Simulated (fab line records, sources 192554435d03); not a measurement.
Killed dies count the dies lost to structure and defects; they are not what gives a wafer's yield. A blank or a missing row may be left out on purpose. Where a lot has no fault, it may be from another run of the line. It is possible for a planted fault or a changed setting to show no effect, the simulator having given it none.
fab line records	flow n5Finfet
record lots=9	wafers=27	lastDay=17
route steps=1938 shown BEOL_M3@1010 BEOL_M4@1023 PASSIVATION@1936
lots with no fault: from the same line, run without faults
startH: start of the lot's first displayed wafer, in hours after the record's first day	waitH: time in hours since the lot's previous step	" as in the row above	L1.1+2: a single row standing in for several wafers	- no value, or no start given	* or withheld: withheld	< > ~ a bound
route shown NAME@n: a module of which the file shows steps, and the number in the route of the first	usual: mean/standard deviation taken from wafers without a fault	same: alike in all rows	chamber/n: place in a boat	sites: per-site readings	_std_site: the standard deviation of these	_edge_site: the outer-site mean with the inner-site mean subtracted	radiusMm: for every site, how far away it sits from the centre of the wafer	mask NAME#n: copy n	behind: the tool/chamber that last shaped the wafer	hold: what put the lot on hold/how long, in hours/how the hold closed	device: whichever transistor did not switch (one of n, p or np)	end of line: tests run on the same wafers once the route is complete	a step without rows: its recipe alone	killed: the dies lost at the first sort to structure and to defects; this is not the yield of the wafer	map: a wafer's dies, x killed, . not, _ none there
set.NAME: the setting as run; set.NAME@STEP: as run at that earlier step	model.NAME: the simulator's own value behind a step, which no gauge read
the route's steps for a sample of lots (tables are steps, rows are wafers)
services: from which hour (startH, from the record's first day; less than 0 if before it) a tool's chamber was out of use, for how many hours, and why
## steps
# step N5_BEOL_M3_SPUTTER_96
# recipe material=Cu	targetThkA=45	tempC=-20	chamberPressurePa=0.07	powerW=withheld	timeS=8.29
# usual chamberPressurePa=0.07/0.00014	throttleValvePct=29.7/1.2
# same timeS=8.29
lot.wafer	tool	chamber	startH	waitH	chamberPressurePa	throttleValvePct
L200.2	pvdSputter-02	-	164.19	0.1	0.07017	27.4
L200.3	"	-	"	"	0.07006	29.0
L200.6	"	-	"	"	0.06999	27.1
L201.1	pvdSputter-03	-	169.26	0.1	0.06999	30.5
L201.4	"	-	"	"	0.07011	31.0
L201.6	"	-	"	"	0.07003	30.4
L202.1	pvdSputter-02	-	173.32	0.1	0.07018	26.9
L202.3	"	-	"	"	0.06993	29.2
L202.5	"	-	"	"	0.07001	30.9
L203.2	pvdSputter-03	-	175.75	0.1	0.07022	31.5
L203.3	"	-	"	"	0.06995	30.0
L203.4	"	-	"	"	0.07003	30.6
L211.3	pvdSputter-02	-	227.91	0.1	0.06993	27.4
L211.4	"	-	"	"	0.06987	31.4
L211.5	"	-	"	"	0.07017	29.2
L215.3	pvdSputter-02	-	246.02	0.1	0.06977	30.5
L215.5	"	-	"	"	0.07026	30.8
L215.6	"	-	"	"	0.06998	27.2
L214.1	pvdSputter-01	-	246.45	0.1	0.06991	29.5
L214.2	"	-	"	"	0.06992	30.2
L214.4	"	-	"	"	0.07005	29.9
L217.1	pvdSputter-01	-	285.16	0.1	0.06979	29.3
L217.2	"	-	"	"	0.07002	29.6
L217.4	"	-	"	"	0.06989	30.1
L222.2	pvdSputter-02	-	289.34	0.1	0.07012	27.3
L222.4	"	-	"	"	0.06991	30.8
L222.6	"	-	"	"	0.0701	31.1
# step N5_BEOL_M3_CMP_52
# recipe stopOn=SiOC	tOverpolishS=6.8	downForcePsi=1	platenRpm=50	clearingPlatenDownForcePsi=1.5	clearingPlatenRpm=50	postCmpClean=cuAlkaline	targetThkNm=40	clearingPlatenPadVelocityMS=0.99484	padVelocityMS=0.99484
# usual barrierFieldEndpointS=24.4/0.63	motorCurrentA=6.0/0.46	overpolishRunS=6.799/0.0084	retainingRingPressureFrac=1.000/0.0046	timeToEndpointS=62/3.4
lot.wafer	tool	chamber	startH	waitH	barrierFieldEndpointS	motorCurrentA	overpolishRunS	retainingRingPressureFrac	timeToEndpointS
L200.2	cmp-04	1	164.69	0.2	23.8	6.0	6.808	0.999	57
L200.3	"	3	"	"	24.4	6.4	6.793	0.995	63
L200.6	"	1	"	"	24.5	6.2	6.799	1.007	57
L201.4	cmp-04	2	169.79	0.2	25.4	5.5	6.791	0.995	66
L201.1	"	0	"	"	25.3	6.7	6.807	0.996	65
L201.6	"	2	"	"	25.2	5.6	6.802	1.004	67
L202.1	cmp-01	3	173.86	0.3	24.6	5.9	6.790	1.002	59
L202.3	"	0	"	"	23.9	5.5	6.794	1.002	63
L202.5	"	2	"	"	24.6	6.5	6.802	1.001	64
L203.3	cmp-01	1	176.28	0.2	23.8	6.5	6.800	0.999	62
L203.2	"	2	"	"	23.8	6.2	6.797	1.003	63
L203.4	"	3	"	"	22.9	5.9	6.793	1.002	58
L211.3	cmp-04	1	228.68	0.3	23.6	5.8	6.804	0.992	52
L211.4	"	2	"	"	25.3	5.5	6.811	1.002	64
L211.5	"	1	"	"	24.5	6.1	6.803	0.989	54
L215.3	cmp-02	0	246.62	0.3	23.7	6.3	6.792	0.994	57
L215.6	"	1	"	"	23.4	5.3	6.800	0.992	54
L215.5	"	2	"	"	24.1	5.7	6.796	1.009	56
L214.2	cmp-04	1	247.10	0.2	23.9	5.9	6.809	0.998	55
L214.1	"	3	"	"	24.7	6.5	6.804	0.996	64
L214.4	"	0	"	"	24.7	7.1	6.793	0.996	62
L217.2	cmp-02	1	285.77	0.3	24.9	5.4	6.808	1.001	60
L217.1	"	3	"	"	24.3	5.3	6.797	0.999	60
L217.4	"	0	"	"	25.2	6.5	6.796	1.002	65
L222.2	cmp-02	1	289.83	0.2	24.7	5.3	6.799	1.004	60
L222.4	"	2	"	"	25.5	6.3	6.805	1.009	67
L222.6	"	2	"	"	25.4	6.1	6.816	1.003	65
# step N5_BEOL_M3_CO_CAP_55
# recipe material=Co	targetThkA=20	tempC=200	precursor=CCTBA/H2	pressureTorr=30	timeS=102.1
# usual heaterPowerW=245/18
# same timeS=102.1
lot.wafer	tool	chamber	startH	waitH	heaterPowerW
L200.2	cvdCo-01	1	165.06	0.0	239
L200.3	"	0	"	"	234
L200.6	"	0	"	"	229
L201.1	cvdCo-01	2	170.12	0.0	214
L201.4	"	0	"	"	228
L201.6	"	1	"	"	235
L202.1	cvdCo-01	1	174.22	0.0	240
L202.3	"	2	"	"	221
L202.5	"	1	"	"	239
L203.2	cvdCo-01	2	176.61	0.0	218
L203.3	"	1	"	"	244
L203.4	"	0	"	"	231
L211.3	cvdCo-01	0	229.10	0.1	228
L211.4	"	1	"	"	242
L211.5	"	0	"	"	229
L215.3	cvdCo-02	2	246.88	0.0	287
L215.5	"	0	"	"	254
L215.6	"	2	"	"	283
L214.1	cvdCo-01	1	247.89	0.1	236
L214.2	"	1	"	"	242
L214.4	"	1	"	"	244
L217.1	cvdCo-02	0	286.14	0.0	252
L217.2	"	1	"	"	243
L217.4	"	2	"	"	287
L222.2	cvdCo-02	0	290.20	0.0	247
L222.4	"	2	"	"	280
L222.6	"	1	"	"	240
# step N5_BEOL_M3_INSPECT_59
# recipe inspectInstrument=darkfield	mode=postDep
# usual rawDefectCount=77/25
lot.wafer	tool	chamber	startH	waitH	rawDefectCount
L200.2	defectInspect-02	-	165.27	0.0	103
L200.3	"	-	"	"	124
L200.6	"	-	"	"	90
L201.1	defectInspect-01	-	170.36	0.0	76
L201.4	"	-	"	"	114
L201.6	"	-	"	"	76
L202.1	defectInspect-02	-	174.46	0.0	98
L202.3	"	-	"	"	84
L202.5	"	-	"	"	133
L203.2	defectInspect-02	-	176.85	0.0	63
L203.3	"	-	"	"	71
L203.4	"	-	"	"	92
L211.3	defectInspect-01	-	229.34	0.0	85
L211.4	"	-	"	"	344
L211.5	"	-	"	"	81
L215.3	defectInspect-01	-	247.09	0.0	96
L215.5	"	-	"	"	67
L215.6	"	-	"	"	65
L214.1	defectInspect-02	-	248.25	0.0	312
L214.2	"	-	"	"	343
L214.4	"	-	"	"	354
L217.1	defectInspect-01	-	286.38	0.0	101
L217.2	"	-	"	"	82
L217.4	"	-	"	"	101
L222.2	defectInspect-01	-	290.41	0.0	107
L222.4	"	-	"	"	142
L222.6	"	-	"	"	99
# step N5_BEOL_M4_PECVD_72
# recipe material=SiO2	targetThkA=160	tempC=400	precursor=TEOS/O2	pressureTorr=5.5	rfW=450	teosFlowSccm=53.8	gas=O2	flowSccm=3000	timeS=18
# usual heaterPowerW=732/73	showerheadPlenumPTorr=8.77/0.072	throttleValvePct=22.8/0.83
# same timeS=18
lot.wafer	tool	chamber	startH	waitH	heaterPowerW	showerheadPlenumPTorr	throttleValvePct
L200.2	pecvd-03	2	165.44	0.0	741	8.71	22.1
L200.3	"	0	"	"	675	8.72	22.7
L200.6	"	1	"	"	621	8.86	24.1
L201.1	pecvd-01	2	170.50	0.0	770	8.85	22.1
L201.4	"	2	"	"	792	8.83	21.6
L201.6	"	2	"	"	786	8.82	22.1
L202.1	pecvd-03	0	174.62	0.0	783	8.71	22.8
L202.3	"	2	"	"	633	8.68	21.9
L202.5	"	0	"	"	791	8.70	22.8
L203.2	pecvd-01	2	176.99	0.0	762	8.80	21.9
L203.3	"	0	"	"	857	8.74	22.5
L203.4	"	2	"	"	750	8.83	21.9
L211.3	pecvd-01	0	229.50	0.1	849	8.72	22.8
L211.4	"	2	"	"	745	8.82	21.9
L211.5	"	2	"	"	739	8.84	21.7
L215.3	pecvd-04	1	247.25	0.0	747	8.85	23.9
L215.5	"	2	"	"	716	8.69	21.5
L215.6	"	1	"	"	741	8.84	23.6
L214.1	pecvd-03	1	248.41	0.0	678	8.85	23.9
L214.2	"	2	"	"	705	8.69	22.3
L214.4	"	1	"	"	676	8.86	23.6
L217.1	pecvd-04	0	286.54	0.0	642	8.67	23.4
L217.2	"	1	"	"	671	8.86	23.9
L217.4	"	1	"	"	655	8.86	23.9
L222.2	pecvd-03	2	290.55	0.0	702	8.72	22.5
L222.4	"	2	"	"	714	8.71	22.4
L222.6	"	0	"	"	798	8.72	23.0
# step N5_BEOL_M4_INSPECT_13
# recipe mode=adi	inspectInstrument=brightfield
# usual rawDefectCount=426/110
lot.wafer	tool	chamber	startH	waitH	rawDefectCount
L200.2	defectInspect-01	-	168.37	0.0	443
L200.3	"	-	"	"	440
L200.6	"	-	"	"	483
L201.1	defectInspect-02	-	171.23	0.1	401
L201.4	"	-	"	"	543
L201.6	"	-	"	"	445
L202.1	defectInspect-01	-	179.05	0.1	469
L202.3	"	-	"	"	409
L202.5	"	-	"	"	498
L203.2	defectInspect-01	-	179.39	0.0	386
L203.3	"	-	"	"	472
L203.4	"	-	"	"	477
L211.3	defectInspect-02	-	231.48	0.0	491
L211.4	"	-	"	"	621
L211.5	"	-	"	"	339
L215.3	defectInspect-01	-	247.79	0.0	518
L215.5	"	-	"	"	316
L215.6	"	-	"	"	268
L214.1	defectInspect-01	-	250.28	0.1	888
L214.2	"	-	"	"	726
L214.4	"	-	"	"	899
L217.1	defectInspect-01	-	287.46	0.1	400
L217.2	"	-	"	"	521
L217.4	"	-	"	"	446
L222.2	defectInspect-01	-	291.91	0.0	341
L222.4	"	-	"	"	465
L222.6	"	-	"	"	414
# step N5_BEOL_M4_RC_MEAS_101
# usual DIBL_N=37.2/1.9	DIBL_P=37.3/2.2	IOFF_N=0.18/0.038	IOFF_P=0.22/0.039	ION_N=678/11	ION_P=462/6.9	SS_N=71.8/0.68	SS_P=73.5/0.65	VT_N=249/3.4	VT_P=-250/3.2
lot.wafer	tool	chamber	startH	waitH	DIBL_N[mV/V]	DIBL_P[mV/V]	IOFF_N[nA/um]	IOFF_P[nA/um]	ION_N[uA/um]	ION_P[uA/um]	SS_N[mV/dec]	SS_P[mV/dec]	VT_N[mV]	VT_P[mV]
L200.2	prober-01	0	178.96	0.2	39.7	40.5	0.22	0.25	690	461	72.7	73.3	246	-250
L200.3	"	0	"	"	36.8	36.0	0.15	0.18	654	450	71.7	73.0	254	-252
L200.6	"	0	"	"	35.2	35.4	0.14	0.17	673	455	72.3	72.4	251	-254
L201.1	prober-02	0	179.31	0.0	35.0	34.6	0.13	0.15	660	449	71.1	72.9	250	-255
L201.4	"	0	"	"	38.2	37.9	0.20	0.20	669	449	71.7	72.7	247	-252
L201.6	"	0	"	"	34.7	35.4	0.14	0.17	677	458	71.3	73.3	250	-252
L202.1	prober-02	0	188.22	0.0	39.3	37.7	0.19	0.21	668	450	71.0	73.9	248	-252
L202.3	"	0	"	"	40.1	37.9	0.23	0.22	678	459	72.0	74.3	244	-250
L202.5	"	0	"	"	41.2	40.2	0.24	0.25	681	461	72.1	74.2	244	-254
L203.2	prober-02	0	193.29	0.2	37.6	37.9	0.18	0.26	673	465	71.8	73.4	248	-248
L203.3	"	0	"	"	39.2	37.8	0.22	0.26	693	466	72.8	73.0	245	-245
L203.4	"	0	"	"	36.5	35.9	0.16	0.22	664	460	72.1	73.3	251	-249
L211.3	prober-01	0	246.02	0.3	38.0	38.1	0.18	0.26	671	472	71.6	73.5	247	-246
L211.4	"	0	"	"	33.4	33.2	0.11	0.19	660	463	70.6	72.5	254	-251
L211.5	"	0	"	"	35.4	34.7	0.14	0.20	677	464	70.8	72.5	252	-247
L215.3	prober-01	0	259.47	0.3	36.9	35.2	0.15	0.19	676	461	71.7	72.9	250	-250
L215.5	"	0	"	"	38.3	38.0	0.19	0.24	684	464	71.8	74.0	248	-249
L215.6	"	0	"	"	36.3	35.0	0.15	0.20	675	460	71.7	73.7	251	-251
L214.1	prober-01	0	264.34	0.0	40.5	39.0	0.22	0.26	682	466	72.9	73.8	247	-248
L214.2	"	0	"	"	38.5	37.2	0.19	0.23	686	472	70.8	73.6	245	-249
L214.4	"	0	"	"	37.3	35.0	0.15	0.20	665	460	70.8	72.8	253	-251
L217.1	prober-01	0	300.26	0.0	40.8	40.5	0.26	0.34	694	478	73.6	74.5	240	-242
L217.2	"	0	"	"	36.7	35.5	0.16	0.23	684	477	71.6	73.7	246	-247
L217.4	"	0	"	"	35.3	34.4	0.14	0.20	660	464	71.1	73.4	250	-249
L222.2	prober-01	0	301.36	0.2	37.2	40.0	0.18	0.22	668	452	72.0	74.4	250	-251
L222.4	"	0	"	"	37.0	39.2	0.17	0.20	673	461	72.1	73.6	250	-255
L222.6	"	0	"	"	35.9	37.1	0.14	0.17	655	445	72.4	73.8	254	-255
# step N5_PASSIVATION_PROBE_49
# usual defectLimitedYield=91.2/1.6	killed_at_M0_to_M3=31/10	killed_at_M4_up=14/4.4	killedAtContacts=13/6	killedAtFrontEnd=43/13	killedAtOther=3.5/2.6	killedDies=104/18	killedOpen=68/14	killedShort=34/8.1	sort_bin_4_leakage=0.01/0.073	sort_bin_5_function=5.1/1.1	sort_bin_6_memory=3.3/0.68	sort_bin_8_speed=0.00/0.0071	sortNPass=1076/18	sortYieldPct=91.2/1.6
# same grossDies=1180	killedAtBackSide=0
lot.wafer	tool	chamber	startH	waitH	defectLimitedYield[%]	killed_at_M0_to_M3	killed_at_M4_up	killedAtContacts	killedAtFrontEnd	killedAtOther	killedDies	killedOpen	killedShort	sort_bin_4_leakage[%]	sort_bin_5_function[%]	sort_bin_6_memory[%]	sort_bin_8_speed[%]	sortNPass	sortYieldPct[%]
L200.2	prober-01	-	278.32	0.1	91.7	32	5	5	49	7	98	56	42	0	4.8	3.1	0	1082	91.7
L200.3	prober-01	-	278.37	0.1	89.7	38	13	11	50	10	122	68	52	0	6.6	3.5	0	1058	89.7
L200.6	prober-01	-	278.52	0.3	91.7	26	12	11	42	7	98	62	35	0	5.2	2.8	0	1082	91.7
L201.1	prober-02	-	284.49	0.0	92.7	24	8	11	42	1	86	55	31	0	4.0	3.1	0	1094	92.7
L201.4	prober-02	-	284.64	0.2	91.9	36	8	18	27	6	95	61	34	0	5.1	2.7	0	1085	91.9
L201.6	prober-02	-	284.74	0.3	93.3	23	11	13	32	0	79	57	22	0	3.4	3.1	0	1101	93.3
L202.1	prober-02	-	289.90	0.0	89.5	54	9	8	50	3	124	83	41	0	5.8	4.2	0	1056	89.5
L202.3	prober-02	-	290.00	0.1	90.3	41	10	15	47	1	114	63	43	0	6.4	2.3	0	1066	90.3
L202.5	prober-02	-	290.10	0.2	91.5	40	10	9	40	1	100	74	26	0	5.4	3.0	0	1080	91.5
L203.2	prober-02	-	292.30	0.1	95.0	18	7	6	27	1	59	41	17	0	2.6	2.3	0	1121	95.0
L203.3	prober-02	-	292.35	0.1	93.2	28	9	12	26	5	80	51	29	0.08	3.6	3.1	0	1099	93.1
L203.4	prober-02	-	292.40	0.2	93.6	29	10	9	23	4	75	45	29	0	3.9	2.1	0	1105	93.6
L211.3	prober-01	-	345.02	0.1	90.6	36	18	13	35	9	111	73	38	0	5.6	3.4	0	1069	90.6
L211.4	prober-01	-	345.07	0.2	84.4	111	17	14	38	4	184	57	36	0	9.5	5.1	0	996	84.4
L211.5	prober-01	-	345.12	0.2	90.4	37	18	13	42	3	113	81	32	0	5.4	4.0	0	1067	90.4
L215.3	prober-02	-	354.47	0.1	91.4	21	13	13	50	5	102	73	28	0	5.1	3.5	0.08	1078	91.4
L215.5	prober-02	-	354.57	0.2	93.6	22	13	14	19	8	76	56	19	0	4.0	2.3	0	1104	93.6
L215.6	prober-02	-	354.62	0.3	88.9	47	10	22	46	6	131	80	50	0	6.7	3.8	0	1049	88.9
L214.1	prober-01	-	368.08	0.0	83.6	125	11	13	44	1	194	64	37	0	10.4	4.4	0	986	83.6
L214.2	prober-01	-	368.13	0.1	86.2	116	10	9	27	1	163	46	20	0	8.7	3.8	0	1017	86.2
L214.4	prober-01	-	368.23	0.2	84.2	109	14	16	45	3	187	62	33	0	10.7	4.0	0	993	84.2
L217.1	prober-01	-	409.38	0.0	93.1	29	13	17	22	1	82	47	27	0.08	3.1	2.9	0	1097	93.0
L217.2	prober-01	-	409.43	0.1	91.9	30	13	13	35	4	95	57	34	0	4.4	3.4	0	1085	91.9
L217.4	prober-01	-	409.53	0.2	90.8	26	19	22	40	1	108	64	33	0	5.7	2.3	0	1072	90.8
L222.2	prober-01	-	413.81	0.1	89.4	44	11	8	60	2	125	86	38	0	6.3	4.1	0	1055	89.4
L222.4	prober-01	-	413.91	0.2	91.3	38	11	15	39	0	103	74	26	0	5.3	3.2	0	1077	91.3
L222.6	prober-01	-	414.01	0.3	91.1	37	9	10	49	0	105	71	33	0	4.4	3.9	0	1075	91.1
# killed by level:class
L200.2 FIN_SAQP:geometricParticle:open=15 BEOL_M0_SAQP:geometricParticle:short=12 FIN_SAQP:geometricParticle:short=11 BEOL_M3:geometricParticle:open=7 BEOL_M0_SAQP:geometricParticle:open=6 STARTING-WAFER:geometricParticle:short=6 DUMMY_GATE:geometricParticle:open=5 MOL_CONTACT_COAG:geometricParticle:open=4
L200.3 FIN_SAQP:geometricParticle:short=20 BEOL_M0_SAQP:geometricParticle:open=10 BEOL_M3:geometricParticle:open=10 MOL_CONTACT_COAG:geometricParticle:open=9 FIN_SAQP:geometricParticle:open=8 STI_FIN_REVEAL:geometricParticle:open=7 BEOL_M4:geometricParticle:open=7 BEOL_M3:geometricParticle:short=6
L200.6 FIN_SAQP:geometricParticle:short=12 FIN_SAQP:geometricParticle:open=11 MOL_CONTACT_COAG:geometricParticle:open=9 BEOL_M3:geometricParticle:open=7 STI_FIN_REVEAL:geometricParticle:open=6 BEOL_M0_SAQP:geometricParticle:open=5 BEOL_M0_SAQP:geometricParticle:short=5 BEOL_M7:geometricParticle:open=5
L201.1 FIN_SAQP:geometricParticle:open=16 FIN_SAQP:geometricParticle:short=9 MOL_CONTACT_COAG:geometricParticle:open=7 BEOL_M0_SAQP:geometricParticle:short=5 GATE_CUT:geometricParticle:short=4 GATE_CUT:geometricParticle:open=4 MOL_CONTACT_COAG:geometricParticle:short=4 BEOL_M0:geometricParticle:open=4
L201.4 MOL_CONTACT_COAG:geometricParticle:open=12 FIN_SAQP:geometricParticle:open=6 FIN_SAQP:geometricParticle:short=6 MOL_CONTACT_COAG:geometricParticle:short=6 BEOL_M3:geometricParticle:open=6 BEOL_M1:geometricParticle:open=6 BEOL_M0_SAQP:geometricParticle:open=5 BEOL_M0:geometricParticle:open=5
L201.6 FIN_SAQP:geometricParticle:open=16 MOL_CONTACT_COAG:geometricParticle:open=13 BEOL_M4:geometricParticle:open=7 FIN_SAQP:geometricParticle:short=6 BEOL_M1:geometricParticle:open=6 BEOL_M0:geometricParticle:open=5 BEOL_M0_SAQP:geometricParticle:short=4 BEOL_M3:geometricParticle:open=4
L202.1 STI_FIN_REVEAL:geometricParticle:open=20 BEOL_M0_SAQP:geometricParticle:open=16 BEOL_M3:geometricParticle:open=12 BEOL_M0_SAQP:geometricParticle:short=11 FIN_SAQP:geometricParticle:open=9 STI_FIN_REVEAL:geometricParticle:short=6 BEOL_M2:geometricParticle:open=6 MOL_CONTACT_COAG:geometricParticle:open=5
L202.3 FIN_SAQP:geometricParticle:short=14 BEOL_M3:geometricParticle:open=14 MOL_CONTACT_COAG:geometricParticle:open=10 BEOL_M0_SAQP:geometricParticle:short=9 FIN_SAQP:geometricParticle:open=8 HKMG_FIN:areaEtch=8 MOL_CONTACT_COAG:geometricParticle:short=5 BEOL_M1:geometricParticle:open=5
L202.5 STI_FIN_REVEAL:geometricParticle:open=13 BEOL_M0:geometricParticle:open=10 BEOL_M0_SAQP:geometricParticle:open=10 FIN_SAQP:geometricParticle:open=8 MOL_CONTACT_COAG:geometricParticle:open=7 BEOL_M2:geometricParticle:open=5 STI_FIN_REVEAL:geometricParticle:short=4 DUMMY_GATE:geometricParticle:open=4
L203.2 DUMMY_GATE:geometricParticle:open=9 BEOL_M0_SAQP:geometricParticle:open=6 MOL_CONTACT_COAG:geometricParticle:open=5 BEOL_M3:geometricParticle:open=5 FIN_SAQP:geometricParticle:open=4 BEOL_M0_SAQP:geometricParticle:short=3 BEOL_M5:geometricParticle:open=3 FIN_SAQP:geometricParticle:short=2
L203.3 MOL_CONTACT_COAG:geometricParticle:open=11 BEOL_M3:geometricParticle:open=8 BEOL_M0_SAQP:geometricParticle:short=6 FIN_SAQP:geometricParticle:open=4 FIN_SAQP:geometricParticle:short=4 STARTING-WAFER:geometricParticle:open=4 GATE_CUT:geometricParticle:short=4 BEOL_M2:geometricParticle:open=4
L203.4 BEOL_M0_SAQP:geometricParticle:short=11 MOL_CONTACT_COAG:geometricParticle:open=8 DUMMY_GATE:geometricParticle:open=6 BEOL_M5:geometricParticle:open=6 BEOL_M0:geometricParticle:open=5 FIN_SAQP:geometricParticle:short=4 STI_FIN_REVEAL:geometricParticle:open=4 BEOL_M2:geometricParticle:open=4
L211.3 MOL_CONTACT_COAG:geometricParticle:open=11 BEOL_M4:geometricParticle:open=10 BEOL_M2:geometricParticle:open=10 FIN_SAQP:geometricParticle:short=7 FIN_SAQP:geometricParticle:open=6 STI_FIN_REVEAL:geometricParticle:open=6 BEOL_M1:geometricParticle:open=6 PASS1_CAP:geometricParticle:short=5
L211.4 BEOL_M3:unspecified=91 BEOL_M4:geometricParticle:open=11 MOL_CONTACT_COAG:geometricParticle:open=10 FIN_SAQP:geometricParticle:short=8 BEOL_M2:geometricParticle:short=8 FIN_SAQP:geometricParticle:open=6 STARTING-WAFER:geometricParticle:short=6 STI_FIN_REVEAL:geometricParticle:open=5
L211.5 MOL_CONTACT_COAG:geometricParticle:open=13 FIN_SAQP:geometricParticle:short=12 FIN_SAQP:geometricParticle:open=11 BEOL_M1:geometricParticle:open=11 BEOL_M4:geometricParticle:open=9 STI_FIN_REVEAL:geometricParticle:open=6 BEOL_M0_SAQP:geometricParticle:open=6 BEOL_M2:geometricParticle:open=5
L215.3 STI_FIN_REVEAL:geometricParticle:open=22 MOL_CONTACT_COAG:geometricParticle:open=11 STI_FIN_REVEAL:geometricParticle:short=7 BEOL_M4:geometricParticle:open=7 GATE_CUT:geometricParticle:short=5 GATE_CUT:geometricParticle:open=5 BEOL_M0_SAQP:geometricParticle:open=4 BEOL_M0:geometricParticle:open=4
L215.5 MOL_CONTACT_COAG:geometricParticle:open=12 BEOL_M4:geometricParticle:open=8 DUMMY_GATE:geometricParticle:open=6 BEOL_M0_SAQP:geometricParticle:open=6 BEOL_M0_SAQP:geometricParticle:short=5 PAD_METAL:geometricParticle:open=5 BEOL_M1:geometricParticle:open=4 STI_FIN_REVEAL:geometricParticle:short=2
L215.6 MOL_CONTACT_COAG:geometricParticle:open=19 BEOL_M0_SAQP:geometricParticle:short=11 BEOL_M3:geometricParticle:open=10 BEOL_M0_SAQP:geometricParticle:open=10 DUMMY_GATE:geometricParticle:open=7 FIN_SAQP:geometricParticle:open=6 STI_FIN_REVEAL:geometricParticle:open=6 BEOL_M2:geometricParticle:open=6
L214.1 BEOL_M3:unspecified=92 BEOL_M2:geometricParticle:open=13 MOL_CONTACT_COAG:geometricParticle:open=11 BEOL_M0_SAQP:geometricParticle:short=9 STI_FIN_REVEAL:geometricParticle:open=8 GATE_CUT:geometricParticle:short=8 FIN_SAQP:geometricParticle:short=6 BEOL_M3:geometricParticle:open=5
L214.2 BEOL_M3:unspecified=97 MOL_CONTACT_COAG:geometricParticle:open=7 BEOL_M4:geometricParticle:open=6 DUMMY_GATE:geometricParticle:open=5 BEOL_M2:geometricParticle:open=5 BEOL_M3:geometricParticle:open=4 DUMMY_GATE:geometricParticle:short=3 GATE_CUT:geometricParticle:short=3
L214.4 BEOL_M3:unspecified=91 MOL_CONTACT_COAG:geometricParticle:open=13 STI_FIN_REVEAL:geometricParticle:open=9 BEOL_M2:geometricParticle:open=6 BEOL_M4:geometricParticle:open=6 FIN_SAQP:geometricParticle:open=5 BEOL_M0_SAQP:geometricParticle:short=5 STARTING-WAFER:geometricParticle:short=4
L217.1 MOL_CONTACT_COAG:geometricParticle:open=13 BEOL_M2:geometricParticle:open=6 FIN_SAQP:geometricParticle:short=5 BEOL_M0_SAQP:geometricParticle:open=5 BEOL_M0_SAQP:geometricParticle:short=5 BEOL_M3:geometricParticle:open=5 HKMG_FIN:areaEtch=5 FIN_SAQP:geometricParticle:open=4
L217.2 STI_FIN_REVEAL:geometricParticle:open=12 MOL_CONTACT_COAG:geometricParticle:open=8 BEOL_M0_SAQP:geometricParticle:short=8 BEOL_M0_SAQP:geometricParticle:open=7 BEOL_M3:geometricParticle:open=6 MOL_CONTACT_COAG:geometricParticle:short=5 FIN_SAQP:geometricParticle:short=4 DUMMY_GATE:geometricParticle:open=4
L217.4 MOL_CONTACT_COAG:geometricParticle:open=18 BEOL_M0_SAQP:geometricParticle:short=12 STI_FIN_REVEAL:geometricParticle:open=5 DUMMY_GATE:geometricParticle:open=5 GATE_CUT:geometricParticle:short=5 BEOL_M5:geometricParticle:open=5 STARTING-WAFER:geometricParticle:short=5 HKMG_FIN:areaEtch=5
L222.2 FIN_SAQP:geometricParticle:open=16 STI_FIN_REVEAL:geometricParticle:open=16 BEOL_M2:geometricParticle:open=16 FIN_SAQP:geometricParticle:short=8 MOL_CONTACT_COAG:geometricParticle:open=7 BEOL_M1:geometricParticle:open=7 BEOL_M1:geometricParticle:short=7 BEOL_M2:geometricParticle:short=6
L222.4 BEOL_M1:geometricParticle:open=15 MOL_CONTACT_COAG:geometricParticle:open=14 BEOL_M2:geometricParticle:open=9 FIN_SAQP:geometricParticle:open=8 BEOL_M4:geometricParticle:open=5 STI_FIN_REVEAL:geometricParticle:open=5 DUMMY_GATE:geometricParticle:open=4 STARTING-WAFER:geometricParticle:short=4
L222.6 STI_FIN_REVEAL:geometricParticle:open=14 DUMMY_GATE:geometricParticle:open=12 BEOL_M0_SAQP:geometricParticle:open=10 MOL_CONTACT_COAG:geometricParticle:open=7 BEOL_M1:geometricParticle:open=7 BEOL_M2:geometricParticle:open=6 BEOL_M0_SAQP:geometricParticle:short=5 BEOL_M3:geometricParticle:open=5
## services
tool	chamber	startH	hours	kind
pecvd-03	1	141.32	5.0	scheduledDown
cmp-01	-	147.57	0.8	repair
cmp-02	-	153.09	1.6	repair
pvdSputter-02	-	156.98	2.5	repair
cmp-01	-	159.52	0.5	repair
pecvd-04	1	163.21	12.7	repair
cmp-01	-	169.69	2.6	repair
pecvd-01	0	180.55	29.4	repair
cvdCo-01	2	188.77	197.0	repair
cmp-01	-	194.05	1.3	repair
cmp-01	-	198.37	4.0	pm
pecvd-03	1	209.81	6.0	repair
cvdCo-02	-	212.38	6.0	pm
cmp-02	-	212.42	2.3	repair
cmp-02	-	224.34	2.1	repair
cvdCo-01	0	242.33	9.0	repair
pecvd-03	-	243.34	1.2	repair
pecvd-01	-	250.03	3.0	repair
pvdSputter-01	-	254.97	2.7	repair
cmp-02	-	257.53	0.8	repair
pecvd-01	2	257.90	-	clean
pecvd-01	-	262.76	8.9	repair
cvdCo-02	-	266.63	6.9	pm
cmp-04	-	285.45	0.6	repair
## key
firstSign step=N5_BEOL_M3_INSPECT_59	reading=rawDefectCount	direction=up	sigmas=10	usual=77	struck=338
effect step=N5_BEOL_M4_INSPECT_13	reading=rawDefectCount	direction=up	sigmas=3.3	usual=426	struck=784
effect step=N5_PASSIVATION_PROBE_49	reading=killed_at_M0_to_M3	direction=up	sigmas=8.2	usual=31	struck=115
moreKillsBornAt N5_BEOL_M3_CO_CAP_55@cvdCo-01=371
metAt N5_BEOL_M3_CO_CAP_55
struckLots L211,L214
struckWafers L211.4,L214.1,L214.2,L214.4
notActingAt N5_BEOL_M3_SPUTTER_96,N5_BEOL_M3_CMP_52,N5_BEOL_M4_PECVD_72
onsetBetween 176.61 229.10
fault kind=chamberParticleSource	tool=cvdCo-01	chamber=1	onsetH=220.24	steps=N5_BEOL_M3_CO_CAP_55	ratePerVisitCm2=0.38553	endH=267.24
